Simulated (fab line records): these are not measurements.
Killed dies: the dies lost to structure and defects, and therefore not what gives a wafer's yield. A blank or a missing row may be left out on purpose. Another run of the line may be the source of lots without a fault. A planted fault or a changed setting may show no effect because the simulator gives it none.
Code-filled problem report in 8D (eight disciplines) form / flow n5_finfet / the parts of the form that need people (team, actions taken, sign-off) are left out

## 1. PROBLEM STATEMENT
bias_w at N5_SD_EPI_P_ETCH_36 reads a mean of 37.65 W on 3 wafers of 2 lots; wafers without a fault read 35.99 W with a standard deviation of 0.12. That is +14 standard deviations from the usual mean.
The step: etches SiARC in CF4, target depth 45.5 nm, time 75.8 s.
The first sign was on wafer L603.1 at day 6 00:50, on rie_diel-03. Wafers with a number at this step in the record: 18, from 6 lots. Rule for "out", or "out of limits": more than 4 standard deviations from the usual mean. The rest of the wafers with a number are treated as sound.

## 2. WHAT IT IS, AND WHAT IT ISN'T
question=which readings at this step | is=bias_w, rf_vpp_V | is not=drypump_motor_current_A, etch_rf_on_time_s, oes_product_au, showerhead_plenum_p_Torr, throttle_valve_pct
question=which lots | is=L603, L605 | is not=L598, L600, L613, L614
question=which wafers of those lots | is=L603.1, L603.4, L605.4 | is not=L603.5, L605.1, L605.6
question=read on which tools | is=rie_diel-03 | is not=rie_diel-02, rie_diel-05
question=when | is=from day 6 00:50 | is not=up to then (7 sound wafers); but 8 sound wafers of L605, L613, L614 came after

## 3. SUSPECTS, AND WHAT RULES EACH OUT
Counting: if a tool at a process step up to the reading ran every lot that is out, it stays a suspect. Sound lots after the first of them don't rule it out here, since some wafers of a struck lot are sound.
- rie_diel-03 at N5_SD_EPI_P_DESCUM_14 (chemistry O2, time 7.9 s): kept. It ran every lot that is out, first L603 (day 6 00:48); its last sound lot up to then is L600 (day 5 08:09).
- rie_diel-03 at N5_SD_EPI_P_ETCH_36 (etches SiARC in CF4, target depth 45.5 nm, time 75.8 s): kept. It ran every lot that is out, first L603 (day 6 00:50); its last sound lot up to then is L600 (day 5 08:11). Its own readings are out on those wafers: bias_w, rf_vpp_V.
- At N5_SD_EPI_P_DESCUM_14, inside rie_diel-03: chamber 3 took the wafers that are out, while their sound lot-mates went through chambers 0, 1, 2.
- At N5_SD_EPI_P_ETCH_36, inside rie_diel-03: chamber 3 took the wafers that are out, while their sound lot-mates went through chambers 0, 1, 2.
After counting, rie_diel-03 at N5_SD_EPI_P_DESCUM_14 and rie_diel-03 at N5_SD_EPI_P_ETCH_36 remain.

## 4. THE CAUSE (what the simulator had put in)
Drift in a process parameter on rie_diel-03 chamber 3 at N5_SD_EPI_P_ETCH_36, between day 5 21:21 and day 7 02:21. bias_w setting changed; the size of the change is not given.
Counting leaves 2 suspects; this tool is one of them.

## 5. THE EFFECT CHAIN, in route order
Rows list readings where the struck wafers' mean (over those with a number) sits beyond 3 standard deviations from the usual. Only readings whose record carries a usual standard deviation are examined. hours: median over the lots of the time between each lot's start at the first step of this table that gives one and its start at this step. sigmas: the change, counted in usual standard deviations.
hours=0; step=N5_SD_EPI_P_ETCH_36; reading=bias_w; usual=35.99 W; on struck wafers=37.65; change=+1.66; sigmas=+14
hours=0; step=N5_SD_EPI_P_ETCH_36; reading=rf_vpp_V; usual=184.2 V; on struck wafers=190.7; change=+6.5; sigmas=+5.4
The process steps in it:
- N5_SD_EPI_P_ETCH_36: etches SiARC in CF4, target depth 45.5 nm, time 75.8 s.
At these later measuring or inspecting steps, every struck wafer for which the step has a row has a number for every such reading, and none has moved that far: N5_BEOL_M4_RC_MEAS_101.

## 6. HOW IT WOULD HAVE BEEN CAUGHT EARLIER
In this record no reading fell out of limits until day 6 00:50, 3 hours after the fault had begun at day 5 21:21.
